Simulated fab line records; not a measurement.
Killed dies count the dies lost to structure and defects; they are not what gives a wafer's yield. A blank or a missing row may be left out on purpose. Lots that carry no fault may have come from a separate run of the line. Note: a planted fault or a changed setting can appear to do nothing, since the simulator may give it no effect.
fab line records	flow n5-finfet
record lots=7	wafers=39
route steps=1938 shown DUMMY_GATE@220 HKMG_FIN@395 GATE_CUT@469 MOL_CONTACT_COAG@579
start-h: the number of hours between the record's first day and the start of the first shown wafer of the lot	wait-h: hours since the lot's step before	" same as the row above	L1.1+2: several wafers, shown together as one row	- no value, or no start given	* or withheld: withheld	< > ~ a bound
route shown NAME@n: NAME is a module with steps in the file, n the number in the route of the first one	usual: average and standard deviation across the fault-free wafers	same: alike in all rows	chamber/n: place in a boat	sites: the reading at each site	_std_site: their standard deviation	_edge_site: mean of outer sites minus mean of inner sites	radius-mm: how far each site lies from the wafer's centre	mask NAME#n: copy n	behind: tool/chamber where the wafer was last shaped	hold: the reason the lot was held/the length of the hold in hours/how it ended	device: transistor that didn't switch, given as n, p or np	end of line: the same wafers' tests at the end of the route	step lacking rows: just its recipe	killed: dies lost to structure and defects at the first sort, not the wafer's yield	map: the dies of a wafer, with x for killed, . for not killed, _ for no die there
set.NAME: the run value of the setting; set.NAME@STEP: its run value at that earlier step	model.NAME: the simulator's own value behind a step, which no gauge read
lots with deliberately changed settings; one table per step, one row per wafer
## steps
# step N5_DUMMY_GATE_HM_DEP_06
# recipe material=SiNx	target-thk-a=800	precursor=DCS/NH3	temp-c=700	pressure-mtorr=300	time-s=5141
lot.wafer	tool	chamber	start-h	wait-h	set.time-s	model.SiNx_of_DUMMY_GATE_HM_DEP_06.thk-nm
L078.1	-	-	-	0.0	4765	75.6
L078.2	"	-	"	"	4765	74.8
L078.3	"	-	"	"	4765	75.4
L078.4+5	"	-	"	"	4765	75.2
L078.6	"	-	"	"	4765	74.4
L080.1	-	-	-	0.0	5141	79.4
L080.2+3	"	-	"	"	5141	79
L080.4+5	"	-	"	"	5141	79.2
L080.6	"	-	"	"	5141	79.6
L081.1+4	-	-	-	0.0	4785	74.8
L081.2+3+5+6	"	-	"	"	4785	75
L083.1	-	-	-	0.0	4835	76
L083.2	"	-	"	"	4835	74.8
L083.3	"	-	"	"	4835	75.4
L083.4	"	-	"	"	4835	76.2
L083.5+6	"	-	"	"	4835	75.8
L088.1	lpcvd-02	0/15	125.97	0.0	5141	80.2
L088.3	"	0/25	"	"	5141	79.6
L088.4	"	0/29	"	"	5141	80
L089.1+3+6	-	-	-	0.0	5867	91.6
L089.2	"	-	"	"	5867	91.2
L089.4	"	-	"	"	5867	91
L089.5	"	-	"	"	5867	92
L092.1+4	-	-	-	0.0	5832	91.4
L092.2	"	-	"	"	5832	91.2
L092.3	"	-	"	"	5832	90.8
L092.5	"	-	"	"	5832	91.6
L092.6	"	-	"	"	5832	91
# step N5_DUMMY_GATE_ETCH_31
# recipe chemistry=C4F6/O2	target=SiO2	mask-material=SOC	target-depth-a=825	time-s=27.5	ion-energy-ev=250	pressure-mtorr=30	source-w=345	bias-w=185	Ar_flow_sccm=300	C4F6_flow_sccm=10	O2_flow_sccm=10
lot.wafer	tool	chamber	start-h	wait-h	set.target-depth-a	model.etch.depth-nm	model.SOC_of_DUMMY_GATE_COAT_34.thk-nm
L078.1	rie-diel-05	3	69.27	0.0	825	80.99	52.2
L078.2	"	0	"	"	825	85.32	51.6
L078.3	"	1	"	"	825	83.22	51.8
L078.4	"	2	"	"	888.5	92.34	51
L078.5	"	2	"	"	888.5	92.35	50.8
L078.6	"	1	"	"	888.5	89.97	51.2
L080.1	rie-diel-06	1	82.43	0.0	766.1	75.6	52.6
L080.2	"	0	"	"	825	81.26	52
L080.3	"	3	"	"	825	83	51.4
L080.4	"	3	"	"	766.1	77.31	52.4
L080.5	"	0	"	"	825	80.69	52
L080.6	"	1	"	"	766.1	74.97	52.6
L081.1	rie-diel-06	0	88.03	0.0	825	81.39	51.6
L081.2	"	1	"	"	825	80.17	51.8
L081.3	"	3	"	"	872	87.72	50.8
L081.4	"	3	"	"	872	87.79	51
L081.5	"	0	"	"	872	85.01	51.4
L081.6	"	1	"	"	825	80.37	51.8
L083.1	rie-diel-03	1	103.29	0.0	825	83.3	51.2
L083.2	"	0	"	"	825	81.85	51.6
L083.3	"	3	"	"	825	83.7	51.2
L083.4	"	3	"	"	825	83.9	51.4
L083.5	"	0	"	"	825	82.37	51.6
L083.6	"	1	"	"	825	83.1	51.4
L088.1	rie-diel-03	0	130.79	0.0	825	81.84	52
L088.3	"	1	"	"	825	83.6	51.6
L088.4	"	3	"	"	825	83.29	51.8
L089.1	rie-diel-05	1	136.06	0.1	774.3	78.02	52.2
L089.2	"	2	"	"	825	86.16	51.6
L089.3	"	0	"	"	825	85.34	51.6
L089.4	"	2	"	"	825	85.38	51.6
L089.5	"	0	"	"	774.3	80.16	52.2
L089.6	"	1	"	"	774.3	77.79	52.6
L092.1	rie-diel-05	3	156.20	0.0	825	81.28	52
L092.2	"	2	"	"	825	85.93	51.2
L092.3	"	0	"	"	917	95.27	50.8
L092.4	"	1	"	"	825	83.01	51.8
L092.5	"	1	"	"	917	92.03	50.8
L092.6	"	0	"	"	917	94.96	50.6
# step N5_HKMG_FIN_EXPOSE_46
# recipe mask-id=NDIPOLE	na=1.35	source-shape=conventional	sigma-outer=0.8	polarization=unpolarized	dose-mj=40
lot.wafer	tool	chamber	start-h	wait-h	mask	set.dose-mj
L078.1+5+6	arfi-scanner-03	0	92.43	-	NDIPOLE#0	41.85
L078.2+3+4	"	0	"	"	NDIPOLE#0	40
L080.1+2+3+4+5+6	arfi-scanner-01	0	106.46	-	NDIPOLE#0	40
L081.1+2+5	arfi-scanner-01	0	112.89	-	NDIPOLE#0	43
L081.3+4+6	"	0	"	"	NDIPOLE#0	40
L083.1+3+4	arfi-scanner-01	0	129.57	-	NDIPOLE#0	37.46
L083.2+5+6	"	0	"	"	NDIPOLE#0	40
L088.1+3+4	arfi-scanner-03	0	154.18	-	NDIPOLE#0	40
L089.1+2+3+4+5+6	arfi-scanner-01	0	161.43	-	NDIPOLE#0	40
L092.1+2+3+4+5+6	arfi-scanner-02	0	181.02	-	NDIPOLE#0	40
# step N5_HKMG_FIN_PEB_47
# recipe peb-temp-c=withheld	peb-time-s=60	resist=CAR-ArF
# step N5_HKMG_FIN_DEVELOP_48
# recipe develop-time-s=30	developer=TMAH	resist=CAR-ArF	rinse-liquid=diw	dry=air-spin	dev-temp-c=23
# step N5_HKMG_FIN_CD_MEAS_49
# recipe target-cd-nm=202	landing-energy-ev=500	detector=se-inlens	polarity=opening
# usual cd-nm=202.1/0.61
lot.wafer	tool	chamber	start-h	wait-h	set.dose-mj@HKMG_FIN_EXPOSE_46	cd-nm
L078.1	cd-sem-03	0	92.55	-	41.85	204.8
L078.2	"	0	"	"	40	202.8
L078.3	"	0	"	"	40	201.8
L078.4	"	0	"	"	40	201.7
L078.5	"	0	"	"	41.85	204.8
L078.6	"	0	"	"	41.85	205.5
L080.1	cd-sem-01	0	106.58	-	40	201.7
L080.2	"	0	"	"	40	203.3
L080.3	"	0	"	"	40	202.5
L080.4	"	0	"	"	40	202.8
L080.5	"	0	"	"	40	202.0
L080.6	"	0	"	"	40	203.0
L081.1	cd-sem-01	0	113.01	-	43	206.4
L081.2	"	0	"	"	43	207.0
L081.3	"	0	"	"	40	202.8
L081.4	"	0	"	"	40	202.9
L081.5	"	0	"	"	43	207.5
L081.6	"	0	"	"	40	202.9
L083.1	cd-sem-03	0	129.69	-	37.46	199.5
L083.2	"	0	"	"	40	202.9
L083.3	"	0	"	"	37.46	199.4
L083.4	"	0	"	"	37.46	199.4
L083.5	"	0	"	"	40	202.6
L083.6	"	0	"	"	40	202.7
L088.1	cd-sem-01	0	154.30	-	40	202.1
L088.3	"	0	"	"	40	201.4
L088.4	"	0	"	"	40	202.0
L089.1	cd-sem-02	0	161.56	-	40	203.2
L089.2	"	0	"	"	40	202.3
L089.3	"	0	"	"	40	203.0
L089.4	"	0	"	"	40	203.0
L089.5	"	0	"	"	40	202.8
L089.6	"	0	"	"	40	203.4
L092.1	cd-sem-01	0	181.14	-	40	201.7
L092.2	"	0	"	"	40	203.0
L092.3	"	0	"	"	40	201.7
L092.4	"	0	"	"	40	201.2
L092.5	"	0	"	"	40	202.5
L092.6	"	0	"	"	40	201.8
# step N5_HKMG_FIN_DESCUM_53
# recipe chemistry=O2	time-s=7.9	source-power-w=50	bias-power-w=20	pressure-mtorr=20	rf-frequency-hz=2.712e+07	temp-c=40	resist=CAR-ArF	o2-flow-sccm=225
# step N5_HKMG_FIN_ETCH_54
# recipe chemistry=CF4	target=SiARC	target-depth-a=455	mask-material=CAR-ArF	time-s=75.8	ion-energy-ev=80	pressure-mtorr=40	source-w=545	bias-w=36	Ar_flow_sccm=100	cf4-flow-sccm=100	ends=cleared
lot.wafer	tool	chamber	start-h	wait-h	set.dose-mj@HKMG_FIN_EXPOSE_46	model.HKMG_FIN.cd-offset-nm
L078.1	rie-diel-01	0	93.06	0.0	41.85	2.6
L078.2	"	2	"	"	40	0.2
L078.3	"	3	"	"	40	-0.2
L078.4	"	1	"	"	40	-0.6
L078.5	"	2	"	"	41.85	2.4
L078.6	"	3	"	"	41.85	3.4
L080.1+5	rie-diel-04	1,2	106.90	0.0	40	0.2
L080.2+6	"	3	"	"	40	1
L080.3	"	2	"	"	40	0.6
L080.4	"	1	"	"	40	1.2
L081.1	rie-diel-04	2	113.14	0.0	43	4.2
L081.2	"	0	"	"	43	4.8
L081.3+6	"	1,3	"	"	40	0.8
L081.4	"	3	"	"	40	0.6
L081.5	"	2	"	"	43	5.6
L083.1+4	rie-diel-02	2,3	130.57	0.0	37.46	-3.2
L083.2	"	1	"	"	40	1
L083.3	"	0	"	"	37.46	-3
L083.5	"	3	"	"	40	0.2
L083.6	"	0	"	"	40	0.4
L088.1	rie-diel-02	2	154.42	0.0	40	0
L088.3	"	0	"	"	40	-0.4
L088.4	"	3	"	"	40	0.2
L089.1+4	rie-diel-02	0,2	161.68	0.0	40	1.2
L089.2	"	3	"	"	40	1
L089.3	"	1	"	"	40	1.6
L089.5	"	3	"	"	40	0.6
L089.6	"	0	"	"	40	0.8
L092.1	rie-diel-04	0	181.27	0.0	40	-0.4
L092.2	"	3	"	"	40	1
L092.3+6	"	1,0	"	"	40	0
L092.4	"	2	"	"	40	-0.8
L092.5	"	3	"	"	40	0.6
# step N5_HKMG_FIN_ETCH_55
# recipe chemistry=N2/H2	target=SOC	target-depth-a=2400	temp-c=40	time-s=300	ion-energy-ev=200	mask-material=SiARC	pressure-mtorr=30	source-w=840	bias-w=150	n2-flow-sccm=200	h2-flow-sccm=200
# step N5_HKMG_FIN_STRIP_56
# recipe chemistry=N2/H2	temp-c=40	n2-flow-sccm=200	h2-flow-sccm=200	rf-frequency-hz=6e+07
# step N5_HKMG_FIN_STRIP_57
# recipe chemistry=CF4	resist=SiARC	power-w=300	bias-power-w=75	pressure-mtorr=50	cf4-flow-sccm=150	rf-frequency-hz=6e+07
# step N5_HKMG_FIN_ETCH_58
# recipe chemistry=N2/H2	target=SOC	target-depth-a=2158	ion-energy-ev=50	bias-w=13	time-s=741	pressure-mtorr=30	source-w=875	n2-flow-sccm=200	h2-flow-sccm=200
lot.wafer	tool	chamber	start-h	wait-h	set.dose-mj@HKMG_FIN_EXPOSE_46	model.HKMG_FIN.cd-offset-nm
L078.1	rie-diel-01	0	93.32	0.0	41.85	0.8
L078.2	"	2	"	"	40	-1.4
L078.3	"	3	"	"	40	-1.2
L078.4	"	1	"	"	40	-1.6
L078.5	"	2	"	"	41.85	1
L078.6	"	3	"	"	41.85	2.2
L080.1	rie-diel-04	1	107.16	0.0	40	0
L080.2+3	"	3,2	"	"	40	0.4
L080.4	"	1	"	"	40	1
L080.5+6	"	2,3	"	"	40	0.2
L081.1	rie-diel-04	2	113.41	0.0	43	3.8
L081.2	"	0	"	"	43	5.4
L081.3	"	1	"	"	40	0.6
L081.4	"	3	"	"	40	-0.2
L081.5	"	2	"	"	43	6
L081.6	"	3	"	"	40	0.4
L083.1	rie-diel-02	2	130.84	0.0	37.46	-2.6
L083.2+6	"	1,0	"	"	40	1
L083.3	"	0	"	"	37.46	-2.8
L083.4	"	3	"	"	37.46	-2.4
L083.5	"	3	"	"	40	0.4
L088.1+3	rie-diel-02	2,0	154.69	0.0	40	-0.2
L088.4	"	3	"	"	40	0.2
L089.1+3	rie-diel-02	0,1	161.95	0.0	40	1.6
L089.2	"	3	"	"	40	1.4
L089.4	"	2	"	"	40	1
L089.5+6	"	3,0	"	"	40	1.2
L092.1+6	rie-diel-04	0	181.53	0.0	40	-0.8
L092.2+3	"	3,1	"	"	40	-0.4
L092.4	"	2	"	"	40	-1.2
L092.5	"	3	"	"	40	-0.6
# step N5_GATE_CUT_ETCH_58
# recipe chemistry=CH3F/O2	target=SiNx	target-depth-a=170	time-s=128.6	ion-energy-ev=50	pressure-mtorr=30	source-w=415	bias-w=21	Ar_flow_sccm=150	CH3F_flow_sccm=30	O2_flow_sccm=20
# usual rf-vpp-V=99.1/0.98
lot.wafer	tool	chamber	start-h	wait-h	set.bias-w	rf-vpp-V	model.etch.depth-nm
L078.1	rie-diel-05	1	101.46	0.1	24.72	109.1	18.29
L078.2	"	2	"	"	24.72	110.0	18.99
L078.3	"	3	"	"	21	97.6	16.61
L078.4	"	0	"	"	21	98.1	17.48
L078.5	"	3	"	"	24.72	109.6	17.86
L078.6	"	0	"	"	21	98.7	17.39
L080.1	rie-diel-06	3	115.30	0.2	21	98.2	17.24
L080.2	"	2	"	"	21	99.4	16.64
L080.3	"	0	"	"	21	99.3	16.9
L080.4	"	0	"	"	21	97.8	16.89
L080.5	"	2	"	"	21	100.5	16.59
L080.6	"	3	"	"	21	98.6	17.43
L081.1	rie-diel-06	0	121.67	0.0	21	99.2	17
L081.2	"	1	"	"	21	99.3	16.81
L081.3	"	2	"	"	17.5	87.9	15.35
L081.4	"	3	"	"	21	100.1	17.37
L081.5	"	1	"	"	17.5	88.5	15.45
L081.6	"	2	"	"	17.5	88.8	15.37
L083.1	rie-diel-03	0	139.14	0.2	19.79	94.6	16.61
L083.2	"	1	"	"	19.79	92.4	16.94
L083.3	"	3	"	"	21	99.3	17.07
L083.4	"	1	"	"	19.79	94.2	16.96
L083.5	"	3	"	"	21	98.0	17.24
L083.6	"	0	"	"	21	98.5	17.11
L088.1	rie-diel-06	3	162.54	0.0	21	100.2	17.38
L088.3	"	1	"	"	21	100.5	16.6
L088.4	"	2	"	"	21	99.1	16.56
L089.1	rie-diel-03	1	169.77	0.0	21	98.0	17
L089.2	"	0	"	"	21	98.4	16.85
L089.3	"	3	"	"	21	97.6	16.92
L089.4	"	2	"	"	21	100.9	17.04
L089.5	"	3	"	"	21	99.0	17.02
L089.6	"	2	"	"	21	100.6	17.08
L092.1	rie-diel-05	0	189.35	0.0	21	98.7	17.75
L092.2	"	1	"	"	17.27	86.8	15.86
L092.3	"	2	"	"	21	100.8	17.93
L092.4	"	3	"	"	17.27	88.5	15.59
L092.5	"	2	"	"	21	99.7	17.86
L092.6	"	1	"	"	17.27	86.7	15.9
# step N5_GATE_CUT_EXPOSE_10
# recipe mask-id=GATE_CUT	na=0.33	source-shape=annular	sigma-inner=0.35	sigma-outer=0.8	polarization=unpolarized	target-cd-nm=20	dose-mj=43.25
lot.wafer	tool	chamber	start-h	wait-h	mask	set.dose-mj
L078.1+2+4	euv-scanner-01	0	104.63	-	GATE_CUT#0	40.18
L078.3+5+6	"	0	"	"	GATE_CUT#0	43.25
L080.1+2+3+4+5+6	euv-scanner-01	0	118.76	-	GATE_CUT#0	43.25
L081.1+2+3+4+5+6	euv-scanner-01	0	124.79	-	GATE_CUT#0	43.25
L083.1+3+6	euv-scanner-02	0	142.26	-	GATE_CUT#0	43.25
L083.2+4+5	"	0	"	"	GATE_CUT#0	41.44
L088.1+3+4	euv-scanner-02	0	165.66	-	GATE_CUT#0	43.25
L089.1+2+4	euv-scanner-01	0	173.02	-	GATE_CUT#0	46.66
L089.3+5+6	"	0	"	"	GATE_CUT#0	43.25
L092.1+2+3	euv-scanner-01	0	193.00	-	GATE_CUT#0	44.26
L092.4+5+6	"	0	"	"	GATE_CUT#0	43.25
# step N5_GATE_CUT_PEB_11
# recipe peb-temp-c=100	peb-time-s=60	resist=CAR-EUV
# step N5_GATE_CUT_DEVELOP_12
# recipe develop-time-s=30	developer=TMAH	resist=CAR-EUV	rinse-liquid=surfactant-rinse	dry=air-spin	dev-temp-c=23
# step N5_GATE_CUT_CD_MEAS_13
# recipe target-cd-nm=20	landing-energy-ev=500	detector=se-inlens
# usual cd-nm=19.96/0.28
lot.wafer	tool	chamber	start-h	wait-h	set.dose-mj@GATE_CUT_EXPOSE_10	cd-nm
L078.1	cd-sem-03	0	104.76	-	40.18	18.16
L078.2	"	0	"	"	40.18	18.40
L078.3	"	0	"	"	43.25	19.75
L078.4	"	0	"	"	40.18	18.39
L078.5	"	0	"	"	43.25	20.22
L078.6	"	0	"	"	43.25	20.00
L080.1	cd-sem-03	0	118.89	-	43.25	19.90
L080.2	"	0	"	"	43.25	19.95
L080.3	"	0	"	"	43.25	19.48
L080.4	"	0	"	"	43.25	19.25
L080.5	"	0	"	"	43.25	19.55
L080.6	"	0	"	"	43.25	20.17
L081.1	cd-sem-01	0	124.92	-	43.25	20.04
L081.2	"	0	"	"	43.25	19.58
L081.3	"	0	"	"	43.25	19.82
L081.4	"	0	"	"	43.25	19.64
L081.5	"	0	"	"	43.25	19.53
L081.6	"	0	"	"	43.25	20.22
L083.1	cd-sem-02	0	142.40	-	43.25	20.34
L083.2	"	0	"	"	41.44	18.96
L083.3	"	0	"	"	43.25	19.97
L083.4	"	0	"	"	41.44	19.67
L083.5	"	0	"	"	41.44	18.82
L083.6	"	0	"	"	43.25	20.27
L088.1	cd-sem-02	0	165.79	-	43.25	19.92
L088.3	"	0	"	"	43.25	19.66
L088.4	"	0	"	"	43.25	19.69
L089.1	cd-sem-02	0	173.15	-	46.66	21.23
L089.2	"	0	"	"	46.66	21.60
L089.3	"	0	"	"	43.25	19.65
L089.4	"	0	"	"	46.66	21.31
L089.5	"	0	"	"	43.25	19.95
L089.6	"	0	"	"	43.25	19.73
L092.1	cd-sem-01	0	193.13	-	44.26	20.38
L092.2	"	0	"	"	44.26	20.33
L092.3	"	0	"	"	44.26	20.52
L092.4	"	0	"	"	43.25	19.79
L092.5	"	0	"	"	43.25	19.69
L092.6	"	0	"	"	43.25	20.06
# step N5_GATE_CUT_DESCUM_18
# recipe chemistry=O2	time-s=7	source-power-w=50	bias-power-w=20	pressure-mtorr=20	rf-frequency-hz=2.712e+07	temp-c=40	resist=CAR-EUV	o2-flow-sccm=225
lot.wafer	tool	chamber	start-h	wait-h	set.dose-mj@GATE_CUT_EXPOSE_10	model.GATE_CUT.cd-nm
L078.1+4	rie-diel-06	0,2	104.89	0.0	40.18	18.4
L078.2	"	3	"	"	40.18	18.2
L078.3+5+6	"	1,0,3	"	"	43.25	20.2
L080.1+2+4+5	rie-diel-03	3,1,1,0	119.02	0.0	43.25	19.8
L080.3+6	"	0,3	"	"	43.25	19.6
L081.1+4+6	rie-diel-03	0,0,3	125.25	0.2	43.25	19.8
L081.2+3	"	3,1	"	"	43.25	20
L081.5	"	1	"	"	43.25	19.6
L083.1+3+6	rie-diel-03	1,3,3	142.52	0.0	43.25	20.2
L083.2	"	0	"	"	41.44	19
L083.4+5	"	1,0	"	"	41.44	19.2
L088.1	rie-diel-06	3	166.13	0.3	43.25	19.8
L088.3+4	"	0,1	"	"	43.25	20
L089.1+4	rie-diel-06	2,1	173.27	0.0	46.66	21.2
L089.2	"	0	"	"	46.66	21.6
L089.3	"	3	"	"	43.25	19.6
L089.5+6	"	1,0	"	"	43.25	19.8
L092.1+3	rie-diel-03	3,2	193.25	0.0	44.26	20.4
L092.2	"	0	"	"	44.26	20.6
L092.4	"	1	"	"	43.25	19.6
L092.5	"	2	"	"	43.25	19.8
L092.6	"	1	"	"	43.25	20
# step N5_GATE_CUT_ETCH_28
# recipe chemistry=N2/H2	target=underlayer	target-depth-a=130	mask-material=CAR-EUV	time-s=10.4	ion-energy-ev=200	pressure-mtorr=30	source-w=840	bias-w=150	n2-flow-sccm=200	h2-flow-sccm=200	ends=cleared
# step N5_GATE_CUT_ETCH_36
# recipe chemistry=CF4	target=SiARC	target-depth-a=130	mask-material=CAR-EUV	time-s=21.7	ion-energy-ev=80	pressure-mtorr=40	source-w=545	bias-w=36	Ar_flow_sccm=100	cf4-flow-sccm=100	ends=cleared
# step N5_GATE_CUT_ETCH_37
# recipe chemistry=N2/H2	target=SOC	target-depth-a=600	overetch-a=120	mask-material=SiARC	temp-c=40	time-s=90	ion-energy-ev=200	pressure-mtorr=30	source-w=840	bias-w=150	n2-flow-sccm=200	h2-flow-sccm=200
lot.wafer	tool	chamber	start-h	wait-h	set.dose-mj@GATE_CUT_EXPOSE_10	model.GATE_CUT.cd-nm
L078.1	rie-diel-06	0	104.97	0.0	40.18	18.4
L078.2+4	"	3,2	"	"	40.18	18.2
L078.3	"	1	"	"	43.25	20.4
L078.5+6	"	0,3	"	"	43.25	20.2
L080.1	rie-diel-03	3	119.10	0.0	43.25	20
L080.2	"	1	"	"	43.25	20.4
L080.3	"	0	"	"	43.25	19.4
L080.4	"	1	"	"	43.25	20.2
L080.5	"	0	"	"	43.25	19.6
L080.6	"	3	"	"	43.25	19.8
L081.1+5+6	rie-diel-03	0,1,3	125.33	0.0	43.25	19.8
L081.2	"	3	"	"	43.25	20
L081.3	"	1	"	"	43.25	20.2
L081.4	"	0	"	"	43.25	19.6
L083.1	rie-diel-03	1	142.60	0.0	43.25	20.4
L083.2	"	0	"	"	41.44	18.8
L083.3	"	3	"	"	43.25	20
L083.4	"	1	"	"	41.44	19.2
L083.5	"	0	"	"	41.44	19
L083.6	"	3	"	"	43.25	20.2
L088.1	rie-diel-06	3	166.21	0.0	43.25	19.8
L088.3+4	"	0,1	"	"	43.25	20
L089.1	rie-diel-06	2	173.35	0.0	46.66	21
L089.2	"	0	"	"	46.66	21.6
L089.3	"	3	"	"	43.25	19.6
L089.4	"	1	"	"	46.66	21.4
L089.5+6	"	1,0	"	"	43.25	20
L092.1+2+3	rie-diel-03	3,0,2	193.33	0.0	44.26	20.6
L092.4+5	"	1,2	"	"	43.25	20
L092.6	"	1	"	"	43.25	20.2
# step N5_MOL_CONTACT_COAG_ALD_131
# recipe material=SiO2	target-thk-a=50	temp-c=100	ald-precursor-family=BDEAS	ald-co-reactant=O2-plasma	pulse-time-s=1	co-reactant-pulse-time-s=1	purge-time-s=2	co-reactant-purge-time-s=2	ald-cycles=35	pressure-torr=2
lot.wafer	tool	chamber	start-h	wait-h	set.ald-cycles	model.SiO2_of_MOL_CONTACT_COAG_ALD_131.thk-nm
L078.1+3+4	ald-sin-01	0,1,2	119.63	0.1	38	5.4
L078.2+5+6	"	3,2,1	"	"	35	5
L080.1+4+5	ald-sin-02	2,3,2	133.94	0.1	35	5
L080.2+3+6	"	1,0,1	"	"	32	4.6
L081.1+3+4	ald-sin-04	1,0,3	141.39	0.1	35	5
L081.2+5+6	"	2,3,2	"	"	33	4.8
L083.1	ald-sin-02	2	156.10	0.1	33	4.6
L083.2+3	"	3,1	"	"	33	4.8
L083.4+5+6	"	0,1,0	"	"	35	5
L088.1+3+4	ald-sin-02	3,1,1	181.55	0.7	35	5
L089.1+2+5	ald-sin-02	1,3,3	189.91	0.2	32	4.6
L089.3+4+6	"	2,0,2	"	"	35	5
L092.1+4+5	ald-sin-04	3,0,0	208.12	0.1	38	5.4
L092.2+3+6	"	1,2,3	"	"	35	5
## key
split step=N5_DUMMY_GATE_HM_DEP_06	setting=time-s	stated=5141	by=lot
response step=N5_DUMMY_GATE_HM_DEP_06	reading=model.SiNx_of_DUMMY_GATE_HM_DEP_06.thk-nm	change=+0.789	per=1%	r=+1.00
split step=N5_DUMMY_GATE_ETCH_31	setting=target-depth-a	stated=825	by=wafer
response step=N5_DUMMY_GATE_ETCH_31	reading=model.etch.depth-nm	change=+0.992	per=1%	r=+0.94
response step=N5_DUMMY_GATE_ETCH_31	reading=model.SOC_of_DUMMY_GATE_COAT_34.thk-nm	change=-0.1	per=1%	r=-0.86
split step=N5_HKMG_FIN_EXPOSE_46	setting=dose-mj	stated=40	by=wafer
response step=N5_HKMG_FIN_CD_MEAS_49	reading=cd-nm	change=+0.553	per=1%	r=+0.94
response step=N5_HKMG_FIN_ETCH_54	reading=model.HKMG_FIN.cd-offset-nm	change=+0.578	per=1%	r=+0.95
response step=N5_HKMG_FIN_ETCH_58	reading=model.HKMG_FIN.cd-offset-nm	change=+0.595	per=1%	r=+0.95
split step=N5_GATE_CUT_ETCH_58	setting=bias-w	stated=21	by=wafer
response step=N5_GATE_CUT_ETCH_58	reading=rf-vpp-V	change=+0.677	per=1%	r=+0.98
response step=N5_GATE_CUT_ETCH_58	reading=model.etch.depth-nm	change=+0.0934	per=1%	r=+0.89
split step=N5_GATE_CUT_EXPOSE_10	setting=dose-mj	stated=43.25	by=wafer
response step=N5_GATE_CUT_CD_MEAS_13	reading=cd-nm	change=+0.223	per=1%	r=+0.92
response step=N5_GATE_CUT_DESCUM_18	reading=model.GATE_CUT.cd-nm	change=+0.235	per=1%	r=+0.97
response step=N5_GATE_CUT_ETCH_37	reading=model.GATE_CUT.cd-nm	change=+0.236	per=1%	r=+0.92
split step=N5_MOL_CONTACT_COAG_ALD_131	setting=ald-cycles	stated=35	by=wafer
response step=N5_MOL_CONTACT_COAG_ALD_131	reading=model.SiO2_of_MOL_CONTACT_COAG_ALD_131.thk-nm	change=+0.0456	per=1%	r=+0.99
